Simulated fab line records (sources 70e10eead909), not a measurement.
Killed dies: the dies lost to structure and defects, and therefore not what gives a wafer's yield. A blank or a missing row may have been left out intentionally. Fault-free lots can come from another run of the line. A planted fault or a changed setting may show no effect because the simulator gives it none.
fab line records	flow nandHarc
record lots=24	wafers=72	lastDay=34
route steps=1302 shown A_ONON_D2@546 A_CHANNEL_HOLE_D2@582
lots with no fault: from the same line, run without faults
startH: hours from the record's first day to the start of the lot's first wafer shown	waitH: how many hours have passed since the lot's step before this one	" repeats the value in the row above	L1.1+2: one row covering several wafers at once	- no value present, or no start provided	* or withheld: withheld	< > ~ a bound
route shown NAME@n: NAME is a module with steps in the file, n the number in the route of the first one	usual: mean and standard deviation over wafers with no fault	same: alike in all rows	chamber/n: place in a boat	sites: each site's reading	_std_site: standard deviation across them	_edge_site: outer sites' mean less inner sites'	radiusMm: for every site, how far away it sits from the centre of the wafer	mask NAME#n: copy n	behind: the last tool/chamber to shape the wafer	hold: cause of the lot's hold/its duration in hours/its outcome	device: transistor that didn't switch, given as n, p or np	end of line: tests run on the same wafers once the route is complete	a step without rows: its recipe alone	killed: at the first sort, the dies lost to defects and structure; wafer yield is something else	map: a wafer's dies, marking killed ones x, the rest . and places with no die _
set.NAME: the setting the step ran with; set.NAME@STEP: the setting that earlier step ran with	model.NAME: the simulator's own value behind a step, which no gauge read
a sample of lots followed through the steps of the route, with each step as a table and each wafer as a row
services: a tool's chamber out of use, with start hour (startH, from the record's first day; less than 0 if before it), hours out, and reason
## steps
# step NHARC_A_ONON_D2_THK_MEAS_02
# recipe thkMeasGauge=ellipsometry
# usual thkNm=996/9.5
lot.wafer	tool	chamber	startH	waitH	thkNm
L074.2	filmMetro-02	-	269.39	-	1009
L074.3	"	-	"	"	1009
L074.5	"	-	"	"	1010
L075.1	filmMetro-01	-	286.31	-	999
L075.2	"	-	"	"	998
L075.4	"	-	"	"	998
L077.2	filmMetro-02	-	293.59	-	998
L077.5	"	-	"	"	995
L077.6	"	-	"	"	996
L076.1	filmMetro-01	-	293.65	-	997
L076.2	"	-	"	"	996
L076.6	"	-	"	"	996
L078.2	filmMetro-01	-	317.50	-	1002
L078.3	"	-	"	"	1004
L078.6	"	-	"	"	1005
L079.1	filmMetro-01	-	320.12	-	1012
L079.3	"	-	"	"	1013
L079.6	"	-	"	"	1013
L080.2	filmMetro-02	-	340.65	-	984
L080.3	"	-	"	"	984
L080.5	"	-	"	"	985
L082.2	filmMetro-02	-	349.67	-	972
L082.3	"	-	"	"	971
L082.4	"	-	"	"	972
L081.3	filmMetro-01	-	349.68	-	1004
L081.5	"	-	"	"	1001
L081.6	"	-	"	"	1001
L083.2	filmMetro-02	-	366.45	-	1006
L083.5	"	-	"	"	1007
L083.6	"	-	"	"	1007
L084.1	filmMetro-02	-	372.22	-	983
L084.2	"	-	"	"	984
L084.4	"	-	"	"	982
L085.1	filmMetro-01	-	392.32	-	986
L085.3	"	-	"	"	989
L085.6	"	-	"	"	988
L086.1	filmMetro-01	-	401.49	-	1000
L086.5	"	-	"	"	1001
L086.6	"	-	"	"	1000
L087.3	filmMetro-02	-	401.51	-	1001
L087.4	"	-	"	"	1000
L087.6	"	-	"	"	999
L088.3	filmMetro-01	-	417.03	-	1005
L088.5	"	-	"	"	1006
L088.6	"	-	"	"	1003
L089.3	filmMetro-01	-	429.93	-	996
L089.4	"	-	"	"	994
L089.6	"	-	"	"	993
L090.2	filmMetro-02	-	436.82	-	989
L090.4	"	-	"	"	990
L090.5	"	-	"	"	990
L091.1	filmMetro-01	-	436.83	-	1003
L091.2	"	-	"	"	1002
L091.3	"	-	"	"	1002
L092.4	filmMetro-02	-	445.07	-	996
L092.5	"	-	"	"	996
L092.6	"	-	"	"	996
L093.1	filmMetro-02	-	464.74	-	986
L093.3	"	-	"	"	984
L093.4	"	-	"	"	986
L094.1	filmMetro-01	-	464.74	-	983
L094.2	"	-	"	"	983
L094.3	"	-	"	"	981
L095.4	filmMetro-01	-	492.99	-	995
L095.5	"	-	"	"	996
L095.6	"	-	"	"	997
L097.2	filmMetro-01	-	507.06	-	1003
L097.3	"	-	"	"	1004
L097.5	"	-	"	"	1003
L096.2	filmMetro-02	-	507.19	-	1001
L096.3	"	-	"	"	1000
L096.6	"	-	"	"	1003
# step NHARC_A_ONON_D2_THK_MEAS_08
# recipe thkMeasGauge=ellipsometry
# usual thkNm=997/11
lot.wafer	tool	chamber	startH	waitH	thkNm
L074.2	filmMetro-01	-	270.51	-	1000
L074.3	"	-	"	"	998
L074.5	"	-	"	"	1001
L075.1	filmMetro-02	-	287.43	-	1003
L075.2	"	-	"	"	1001
L075.4	"	-	"	"	1004
L077.2	filmMetro-01	-	294.73	-	990
L077.5	"	-	"	"	991
L077.6	"	-	"	"	992
L076.1	filmMetro-02	-	294.77	-	981
L076.2	"	-	"	"	981
L076.6	"	-	"	"	983
L078.2	filmMetro-01	-	318.64	-	1000
L078.3	"	-	"	"	1002
L078.6	"	-	"	"	999
L079.1	filmMetro-02	-	321.24	-	982
L079.3	"	-	"	"	979
L079.6	"	-	"	"	981
L080.2	filmMetro-02	-	341.79	-	1009
L080.3	"	-	"	"	1010
L080.5	"	-	"	"	1009
L081.3	filmMetro-01	-	350.80	-	991
L081.5	"	-	"	"	991
L081.6	"	-	"	"	991
L082.2	filmMetro-01	-	350.81	-	1001
L082.3	"	-	"	"	1000
L082.4	"	-	"	"	1002
L083.2	filmMetro-02	-	367.59	-	1009
L083.5	"	-	"	"	1012
L083.6	"	-	"	"	1012
L084.1	filmMetro-01	-	373.35	-	983
L084.2	"	-	"	"	988
L084.4	"	-	"	"	986
L085.1	filmMetro-01	-	393.44	-	1012
L085.3	"	-	"	"	1011
L085.6	"	-	"	"	1012
L086.1	filmMetro-02	-	402.62	-	986
L086.5	"	-	"	"	987
L086.6	"	-	"	"	986
L087.3	filmMetro-01	-	402.65	-	989
L087.4	"	-	"	"	991
L087.6	"	-	"	"	991
L088.3	filmMetro-01	-	418.15	-	977
L088.5	"	-	"	"	977
L088.6	"	-	"	"	976
L089.3	filmMetro-01	-	431.06	-	998
L089.4	"	-	"	"	1000
L089.6	"	-	"	"	1000
L090.2	filmMetro-02	-	437.95	-	1003
L090.4	"	-	"	"	1003
L090.5	"	-	"	"	1002
L091.1	filmMetro-01	-	437.96	-	1018
L091.2	"	-	"	"	1016
L091.3	"	-	"	"	1018
L092.4	filmMetro-01	-	446.20	-	1003
L092.5	"	-	"	"	1003
L092.6	"	-	"	"	1003
L094.1	filmMetro-01	-	465.88	-	1007
L094.2	"	-	"	"	1006
L094.3	"	-	"	"	1008
L093.1	filmMetro-02	-	465.90	-	1008
L093.3	"	-	"	"	1010
L093.4	"	-	"	"	1009
L095.4	filmMetro-02	-	494.12	-	981
L095.5	"	-	"	"	980
L095.6	"	-	"	"	981
L097.2	filmMetro-02	-	508.21	-	985
L097.3	"	-	"	"	986
L097.5	"	-	"	"	985
L096.2	filmMetro-01	-	508.32	-	1002
L096.3	"	-	"	"	1001
L096.6	"	-	"	"	1002
# step NHARC_A_CHANNEL_HOLE_D2_CD_MEAS_10
# recipe targetCdNm=100	landingEnergyEv=500
# usual cdNm=100.0/0.61
lot.wafer	tool	chamber	startH	waitH	cdNm
L074.2	cdSem-02	0	290.32	-	100.0
L074.3	"	0	"	"	99.4
L074.5	"	0	"	"	100.2
L075.1	cdSem-01	0	301.88	-	99.8
L075.2	"	0	"	"	99.8
L075.4	"	0	"	"	100.5
L076.1	cdSem-01	0	314.21	-	100.1
L076.2	"	0	"	"	99.0
L076.6	"	0	"	"	99.6
L077.2	cdSem-02	0	315.33	-	100.3
L077.5	"	0	"	"	100.5
L077.6	"	0	"	"	101.1
L079.1	cdSem-01	0	333.50	-	100.9
L079.3	"	0	"	"	99.2
L079.6	"	0	"	"	99.8
L078.2	cdSem-03	0	333.80	-	99.9
L078.3	"	0	"	"	99.5
L078.6	"	0	"	"	100.4
L080.2	cdSem-02	0	356.46	-	98.3
L080.3	"	0	"	"	99.4
L080.5	"	0	"	"	99.4
L082.2	cdSem-03	0	367.07	-	99.7
L082.3	"	0	"	"	100.8
L082.4	"	0	"	"	99.7
L081.3	cdSem-03	0	367.37	-	100.0
L081.5	"	0	"	"	100.2
L081.6	"	0	"	"	99.3
L083.2	cdSem-02	0	384.01	-	100.4
L083.5	"	0	"	"	100.4
L083.6	"	0	"	"	100.7
L084.1	cdSem-03	0	388.77	-	99.6
L084.2	"	0	"	"	99.5
L084.4	"	0	"	"	99.6
L085.1	cdSem-01	0	409.60	-	100.7
L085.3	"	0	"	"	99.1
L085.6	"	0	"	"	99.4
L086.1	cdSem-02	0	419.94	-	99.9
L086.5	"	0	"	"	99.5
L086.6	"	0	"	"	101.0
L087.3	cdSem-03	0	420.45	-	99.5
L087.4	"	0	"	"	99.6
L087.6	"	0	"	"	100.0
L088.3	cdSem-01	0	432.10	-	100.1
L088.5	"	0	"	"	100.0
L088.6	"	0	"	"	99.9
L089.3	cdSem-01	0	450.99	-	99.3
L089.4	"	0	"	"	100.3
L089.6	"	0	"	"	99.5
L091.1	cdSem-03	0	454.84	-	99.4
L091.2	"	0	"	"	99.7
L091.3	"	0	"	"	99.7
L090.2	cdSem-01	0	456.16	-	100.7
L090.4	"	0	"	"	99.6
L090.5	"	0	"	"	99.1
L092.4	cdSem-01	0	467.95	-	99.5
L092.5	"	0	"	"	99.7
L092.6	"	0	"	"	100.8
L093.1	cdSem-03	0	480.21	-	99.7
L093.3	"	0	"	"	99.1
L093.4	"	0	"	"	100.2
L094.1	cdSem-03	0	481.49	-	100.4
L094.2	"	0	"	"	101.5
L094.3	"	0	"	"	100.0
L095.4	cdSem-01	0	510.35	-	99.5
L095.5	"	0	"	"	99.6
L095.6	"	0	"	"	99.3
L096.2	cdSem-02	0	524.84	-	100.1
L096.3	"	0	"	"	100.6
L096.6	"	0	"	"	100.2
L097.2	cdSem-02	0	526.15	-	100.5
L097.3	"	0	"	"	100.7
L097.5	"	0	"	"	99.7
# step NHARC_A_CHANNEL_HOLE_D2_ETCH_25
# recipe biasV=5000	sourceW=withheld	pressureMtorr=20	timeS=1040.2	arFlowSccm=375	c4f8FlowSccm=93.8	o2FlowSccm=31.2	tempC=-20	targetDepthA=15000	chemistry=C4F8/O2/Ar
# usual drypumpMotorCurrentA=6.1/0.51	showerheadPlenumPTorr=3.72/0.13	throttleValvePct=32.237/0.0091
lot.wafer	tool	chamber	startH	waitH	drypumpMotorCurrentA	rfHoursCounterH	showerheadPlenumPTorr	throttleValvePct
L074.2	harEtch-02	1	297.08	0.7	6.2	352	3.92	32.243
L074.3	"	1	"	"	6.2	-	3.92	32.252
L074.5	"	0	"	"	6.7	-	3.58	32.245
L075.1	harEtch-02	0	306.15	0.6	6.7	355	3.58	32.227
L075.2	"	1	"	"	6.2	356	3.92	32.237
L075.4	"	0	"	"	6.7	-	3.58	32.245
L076.2	harEtch-02	0	318.76	0.6	6.7	363	3.57	32.251
L076.1	"	1	"	"	6.2	364	3.92	32.258
L076.6	"	1	"	"	6.2	-	3.92	32.240
L077.2	harEtch-01	1	321.02	0.7	5.3	174	3.68	32.229
L077.5	"	0	"	"	6.2	-	3.68	32.245
L077.6	"	1	"	"	5.3	-	3.68	32.237
L079.1	harEtch-01	1	337.89	0.7	5.3	182	3.68	32.235
L079.3	"	0	"	"	6.2	-	3.68	32.211
L079.6	"	0	"	"	6.2	-	3.68	32.237
L078.2	harEtch-02	1	339.47	0.7	6.2	375	3.91	32.239
L078.3	"	1	"	"	6.2	-	3.91	32.236
L078.6	"	0	"	"	6.7	-	3.57	32.248
L080.2	harEtch-02	1	360.74	0.6	6.2	386	3.90	32.246
L080.3	"	0	"	"	6.8	-	3.56	32.235
L080.5	"	1	"	"	6.2	-	3.90	32.246
L082.2	harEtch-01	0	371.32	0.6	6.2	201	3.67	32.244
L082.4	"	0	"	"	6.2	-	3.67	32.248
L082.3	"	1	"	"	5.4	-	3.67	32.242
L081.3	harEtch-02	1	372.05	0.7	6.2	-	3.90	32.236
L081.6	"	0	"	"	6.7	-	3.56	32.215
L081.5	"	1	"	"	6.2	-	3.90	32.249
L083.2	harEtch-01	1	388.48	0.6	5.4	209	3.66	32.232
L083.6	"	1	"	"	5.4	-	3.66	32.241
L083.5	"	0	"	"	6.2	-	3.66	32.233
L084.1	harEtch-01	0	400.54	0.6	6.2	220	3.66	32.240
L084.2	"	1	"	"	5.4	220	3.66	32.230
L084.4	"	1	"	"	5.4	-	3.66	32.249
L085.1	harEtch-02	0	413.85	0.6	6.7	14	3.92	32.247
L085.3	"	0	"	"	6.7	-	3.92	32.235
L085.6	"	0	"	"	6.7	-	3.92	32.220
L086.1	harEtch-01	0	427.70	0.7	6.2	239	3.65	32.233
L086.5	"	1	"	"	5.3	-	3.65	32.245
L086.6	"	0	"	"	6.2	-	3.65	32.230
L087.3	harEtch-02	0	429.21	0.7	6.7	-	3.91	32.251
L087.4	"	1	"	"	6.2	-	3.88	32.241
L087.6	"	1	"	"	6.2	-	3.88	32.228
L088.3	harEtch-01	1	436.84	0.7	5.3	-	3.64	32.238
L088.5	"	0	"	"	6.2	-	3.64	32.235
L088.6	"	1	"	"	5.3	-	3.64	32.241
L089.4	harEtch-01	0	457.59	0.7	6.2	-	3.64	32.249
L089.3	"	1	"	"	5.3	-	3.64	32.233
L089.6	"	0	"	"	6.2	-	3.64	32.237
L091.1	harEtch-02	1	459.12	0.6	6.2	41	3.87	32.235
L091.2	"	0	"	"	6.8	41	3.90	32.223
L091.3	"	0	"	"	6.7	-	3.90	32.233
L090.2	harEtch-01	0	461.61	0.7	6.2	258	3.64	32.227
L090.4	"	0	"	"	6.2	-	3.64	32.254
L090.5	"	1	"	"	5.4	-	3.64	32.234
L092.4	harEtch-02	1	475.72	0.7	6.2	-	3.87	32.248
L092.6	"	1	"	"	6.2	-	3.87	32.237
L092.5	"	0	"	"	6.7	-	3.90	32.243
L093.1	harEtch-01	0	484.47	0.6	6.2	273	3.63	32.241
L093.4	"	0	"	"	6.2	-	3.63	32.241
L093.3	"	1	"	"	5.3	-	3.63	32.234
L094.2	harEtch-02	0	488.46	0.6	6.7	60	3.89	32.235
L094.1	"	1	"	"	6.2	60	3.86	32.232
L094.3	"	0	"	"	6.7	-	3.89	32.221
L095.4	harEtch-01	1	515.11	0.7	5.3	-	3.62	32.230
L095.5	"	1	"	"	5.3	-	3.62	32.249
L095.6	"	0	"	"	6.2	-	3.62	32.243
L096.2	harEtch-01	0	529.26	0.7	6.2	292	3.62	32.251
L096.3	"	0	"	"	6.2	-	3.62	32.230
L096.6	"	0	"	"	6.2	-	3.62	32.236
L097.2	harEtch-01	1	533.30	0.6	5.4	296	3.62	32.246
L097.3	"	0	"	"	6.2	-	3.62	32.248
L097.5	"	1	"	"	5.3	-	3.62	32.232
# step NHARC_A_CHANNEL_HOLE_D2_ETCH_26
# recipe biasV=300	sourceW=2000	pressureMtorr=30	timeS=224.1	arFlowSccm=375	c4f8FlowSccm=11.4	o2FlowSccm=113.6	tempC=-20	targetDepthA=3000	chemistry=C4F8/O2/Ar
# usual drypumpMotorCurrentA=6.1/0.51	showerheadPlenumPTorr=3.77/0.14	throttleValvePct=24.583/0.0093
lot.wafer	tool	chamber	startH	waitH	drypumpMotorCurrentA	rfHoursCounterH	showerheadPlenumPTorr	throttleValvePct
L074.2	harEtch-02	1	297.84	0.6	6.2	353	3.98	24.592
L074.3	"	1	"	"	6.2	-	3.98	24.582
L074.5	"	0	"	"	6.8	-	3.62	24.575
L075.1	harEtch-02	0	307.02	0.7	6.7	356	3.62	24.584
L075.2	"	1	"	"	6.2	357	3.98	24.598
L075.4	"	0	"	"	6.8	-	3.62	24.588
L076.2	harEtch-02	0	319.64	0.7	6.7	364	3.62	24.583
L076.1	"	1	"	"	6.2	365	3.98	24.594
L076.6	"	1	"	"	6.2	-	3.98	24.578
L077.2	harEtch-01	1	321.78	0.6	5.3	174	3.73	24.577
L077.5	"	0	"	"	6.2	-	3.73	24.583
L077.6	"	1	"	"	5.3	-	3.73	24.603
L079.1	harEtch-01	1	338.66	0.6	5.3	182	3.73	24.594
L079.3	"	0	"	"	6.2	-	3.73	24.585
L079.6	"	0	"	"	6.2	-	3.73	24.583
L078.2	harEtch-02	1	340.24	0.6	6.2	376	3.97	24.589
L078.3	"	1	"	"	6.2	-	3.97	24.577
L078.6	"	0	"	"	6.7	-	3.61	24.608
L080.2	harEtch-02	1	361.61	0.7	6.2	387	3.96	24.588
L080.3	"	0	"	"	6.8	-	3.60	24.555
L080.5	"	1	"	"	6.2	-	3.96	24.573
L082.2	harEtch-01	0	372.20	0.7	6.2	202	3.72	24.585
L082.4	"	0	"	"	6.2	-	3.72	24.582
L082.3	"	1	"	"	5.3	-	3.72	24.593
L081.3	harEtch-02	1	372.59	0.4	6.2	-	3.96	24.593
L081.6	"	0	"	"	6.7	-	3.60	24.569
L081.5	"	1	"	"	6.2	-	3.96	24.576
L083.2	harEtch-01	1	389.34	0.7	5.3	209	3.71	24.574
L083.6	"	1	"	"	5.3	-	3.71	24.572
L083.5	"	0	"	"	6.2	-	3.71	24.588
L084.1	harEtch-01	0	401.43	0.7	6.2	221	3.70	24.584
L084.2	"	1	"	"	5.3	221	3.70	24.576
L084.4	"	1	"	"	5.4	-	3.70	24.569
L085.1	harEtch-02	0	414.74	0.7	6.8	15	3.98	24.585
L085.3	"	0	"	"	6.8	-	3.98	24.569
L085.6	"	0	"	"	6.7	-	3.98	24.578
L086.1	harEtch-01	0	428.47	0.6	6.2	240	3.69	24.577
L086.5	"	1	"	"	5.4	-	3.69	24.588
L086.6	"	0	"	"	6.2	-	3.69	24.594
L087.3	harEtch-02	0	429.86	0.5	6.7	-	3.98	24.585
L087.4	"	1	"	"	6.2	-	3.94	24.588
L087.6	"	1	"	"	6.2	-	3.94	24.590
L088.3	harEtch-01	1	437.39	0.4	5.3	-	3.69	24.576
L088.5	"	0	"	"	6.2	-	3.69	24.564
L088.6	"	1	"	"	5.4	-	3.69	24.576
L089.4	harEtch-01	0	458.24	0.5	6.2	-	3.69	24.588
L089.3	"	1	"	"	5.4	-	3.68	24.581
L089.6	"	0	"	"	6.2	-	3.68	24.578
L091.1	harEtch-02	1	460.00	0.7	6.2	42	3.93	24.572
L091.2	"	0	"	"	6.8	42	3.97	24.583
L091.3	"	0	"	"	6.7	-	3.97	24.584
L090.2	harEtch-01	0	462.38	0.6	6.2	259	3.68	24.569
L090.4	"	0	"	"	6.2	-	3.68	24.578
L090.5	"	1	"	"	5.3	-	3.68	24.585
L092.4	harEtch-02	1	476.38	0.5	6.2	-	3.93	24.590
L092.6	"	1	"	"	6.2	-	3.93	24.578
L092.5	"	0	"	"	6.8	-	3.96	24.583
L093.1	harEtch-01	0	485.36	0.7	6.2	274	3.67	24.590
L093.4	"	0	"	"	6.2	-	3.67	24.582
L093.3	"	1	"	"	5.4	-	3.67	24.564
L094.2	harEtch-02	0	489.34	0.7	6.8	60	3.96	24.604
L094.1	"	1	"	"	6.2	60	3.92	24.591
L094.3	"	0	"	"	6.7	-	3.96	24.585
L095.4	harEtch-01	1	515.75	0.5	5.3	-	3.67	24.582
L095.5	"	1	"	"	5.3	-	3.67	24.591
L095.6	"	0	"	"	6.2	-	3.67	24.582
L096.2	harEtch-01	0	530.04	0.6	6.2	293	3.66	24.581
L096.3	"	0	"	"	6.2	-	3.66	24.573
L096.6	"	0	"	"	6.2	-	3.66	24.583
L097.2	harEtch-01	1	534.19	0.7	5.3	297	3.66	24.581
L097.3	"	0	"	"	6.2	-	3.66	24.583
L097.5	"	1	"	"	5.3	-	3.66	24.584
# step NHARC_A_CHANNEL_HOLE_D2_INSPECT_40
# usual rawDefectCount=287/84
lot.wafer	tool	chamber	startH	waitH	rawDefectCount
L074.2	defectInspect-02	-	299.73	-	316
L074.3	"	-	"	"	233
L074.5	"	-	"	"	273
L075.1	defectInspect-01	-	308.95	-	275
L075.2	"	-	"	"	327
L075.4	"	-	"	"	250
L076.1	defectInspect-01	-	321.57	-	292
L076.2	"	-	"	"	321
L076.6	"	-	"	"	193
L077.2	defectInspect-01	-	323.70	-	418
L077.5	"	-	"	"	272
L077.6	"	-	"	"	304
L079.1	defectInspect-01	-	340.55	-	214
L079.3	"	-	"	"	281
L079.6	"	-	"	"	219
L078.2	defectInspect-02	-	342.14	-	370
L078.3	"	-	"	"	394
L078.6	"	-	"	"	586
L080.2	defectInspect-01	-	363.54	-	270
L080.3	"	-	"	"	295
L080.5	"	-	"	"	266
L082.2	defectInspect-02	-	374.13	-	206
L082.3	"	-	"	"	201
L082.4	"	-	"	"	217
L081.3	defectInspect-02	-	374.89	-	250
L081.5	"	-	"	"	248
L081.6	"	-	"	"	199
L083.2	defectInspect-02	-	391.42	-	168
L083.5	"	-	"	"	239
L083.6	"	-	"	"	178
L084.1	defectInspect-01	-	403.36	-	264
L084.2	"	-	"	"	254
L084.4	"	-	"	"	342
L085.1	defectInspect-02	-	416.66	-	271
L085.3	"	-	"	"	225
L085.6	"	-	"	"	199
L086.1	defectInspect-02	-	430.37	-	287
L086.5	"	-	"	"	442
L086.6	"	-	"	"	379
L087.3	defectInspect-02	-	431.72	-	242
L087.4	"	-	"	"	306
L087.6	"	-	"	"	220
L088.3	defectInspect-01	-	439.22	-	235
L088.5	"	-	"	"	340
L088.6	"	-	"	"	279
L089.3	defectInspect-01	-	460.10	-	429
L089.4	"	-	"	"	337
L089.6	"	-	"	"	326
L091.1	defectInspect-02	-	461.93	-	229
L091.2	"	-	"	"	272
L091.3	"	-	"	"	183
L090.2	defectInspect-02	-	464.28	-	244
L090.4	"	-	"	"	376
L090.5	"	-	"	"	551
L092.4	defectInspect-01	-	478.40	-	342
L092.5	"	-	"	"	251
L092.6	"	-	"	"	233
L093.1	defectInspect-01	-	487.29	-	343
L093.3	"	-	"	"	371
L093.4	"	-	"	"	433
L094.1	defectInspect-01	-	491.27	-	245
L094.2	"	-	"	"	233
L094.3	"	-	"	"	282
L095.4	defectInspect-02	-	517.61	-	284
L095.5	"	-	"	"	241
L095.6	"	-	"	"	225
L096.2	defectInspect-02	-	531.93	-	218
L096.3	"	-	"	"	165
L096.6	"	-	"	"	256
L097.2	defectInspect-01	-	536.13	-	189
L097.3	"	-	"	"	213
L097.5	"	-	"	"	262
## services
tool	chamber	startH	hours	kind
harEtch-02	-	380.05	17.0	pm
harEtch-02	0	380.05	17.0	ventCycle
harEtch-02	1	380.05	17.0	ventCycle
harEtch-02	0	397.05	-	clean
harEtch-02	0	397.05	-	consumableReplace:focusRing
harEtch-02	0	397.05	-	consumableReplace:showerhead
harEtch-02	1	397.05	-	clean
harEtch-02	1	397.05	-	consumableReplace:focusRing
## key
fault none
